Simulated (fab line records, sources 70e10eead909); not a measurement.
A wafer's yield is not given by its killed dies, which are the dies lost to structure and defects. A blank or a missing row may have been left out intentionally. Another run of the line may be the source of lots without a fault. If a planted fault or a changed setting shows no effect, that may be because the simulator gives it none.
Which tool is to blame? | flow nandHarc | 21 wafers sampled from 7 lots at 1 step of a route of 1302

## WHAT THE GAUGES SHOWED, per wafer
NHARC_A_CHANNEL_HOLE_D1_CD_MEAS_18.
lot  | measured     | on       | cdNm (nm)
L606 | day 10 03:25 | cdSem-01 | 96 95 98
L607 | day 10 20:53 | cdSem-03 | 98 98 102
L609 | day 11 14:02 | cdSem-03 | 99 100 95
L611 | day 12 02:58 | cdSem-03 | 96 99 97
L615 | day 14 17:56 | cdSem-01 | 102 100 100
L623 | day 17 10:35 | cdSem-03 | 104 102 101
L625 | day 17 22:36 | cdSem-02 | 106 96 100

## EACH LOT AND THE TOOL THAT RAN IT (in order: tool; ch and the chambers of the sampled wafers; start)
Before these readings, the record contains no process step.

## THE ANSWER, worked out from the rows above alone
Rule: what is usual is taken from the lots themselves. The widest of any qualifying gaps counts: lots, ordered by their means at a reading, are off when they make up no more than a third of the lots, leave a main group of 4 or more, and stand apart from it by 3 or more times the standard deviation of that group's means. The tables above print the reading to a certain number of digits; a main group whose means all agree to those digits is not used. Also off: a lot with no number at a reading for which 4 or more lots have one. Where the step has rows for the other lots, those lots are counted as sound.
None of the lots is off at any reading shown; this tells nothing.

## WHAT THE SIMULATOR HAD INSERTED
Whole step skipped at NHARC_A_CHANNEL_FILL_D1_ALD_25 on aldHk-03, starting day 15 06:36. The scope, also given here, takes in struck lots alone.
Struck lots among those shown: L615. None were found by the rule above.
